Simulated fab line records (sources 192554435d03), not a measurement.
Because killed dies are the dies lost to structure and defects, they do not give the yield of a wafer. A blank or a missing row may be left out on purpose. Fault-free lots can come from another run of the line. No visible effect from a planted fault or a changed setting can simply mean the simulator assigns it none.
Chamber matching | flow n5 finfet | uv cure-02 running N5_BEOL_M5_CURE_80: 3 sister chambers
The step cures SiCOH lowk, time 120 s. 3 wafers are shown with their chamber, then 8 later ones without.

WAFERS, EACH WITH ITS CHAMBER
wafer  | chamber | lamp power pct (%)
L078.6 | 1       | 52.31
L087.3 | 2       | 52.27
L089.1 | 0       | 52.23

WAFERS WHOSE CHAMBER IS MISSING
wafer  | lamp power pct (%)
L089.2 | 52.34
L089.3 | 52.28
L093.1 | 52.32
L093.5 | 52.36
L093.6 | 52.29
L094.2 | 52.40
L094.3 | 52.31
L094.6 | 52.33

WHICH CHAMBER EACH WENT THROUGH
wafer  | from the rows above          | in truth
L089.2 | can't be placed: 1 or 2      | 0
L089.3 | can't be placed: 2 or 1 or 0 | 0
L093.1 | can't be placed: 1 or 2      | 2
L093.5 | can't be placed: 1 or 2      | 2
L093.6 | can't be placed: 2 or 1 or 0 | 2
L094.2 | can't be placed: 1 or 2      | 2
L094.3 | can't be placed: 1 or 2      | 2
L094.6 | can't be placed: 1 or 2      | 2
Correctly placed: 0 of 8. Can't be placed from these rows: 8 (the true chamber is among the candidates in 7). Number placed wrongly: 0.
How it was worked out, from the rows above alone: a wafer's distance from a chamber is the root of the sum, over the readings, of the square of ((its reading less the chamber's mean) divided by the reading's scatter). The wafer belongs to the nearest chamber; if the next one is less than 2 further off, it can't be placed. For every chamber, the mean is computed from those of its wafers that are shown. The scatter: root of mean squared gap, hidden wafer to nearest shown wafer, with one shown wafer a chamber.
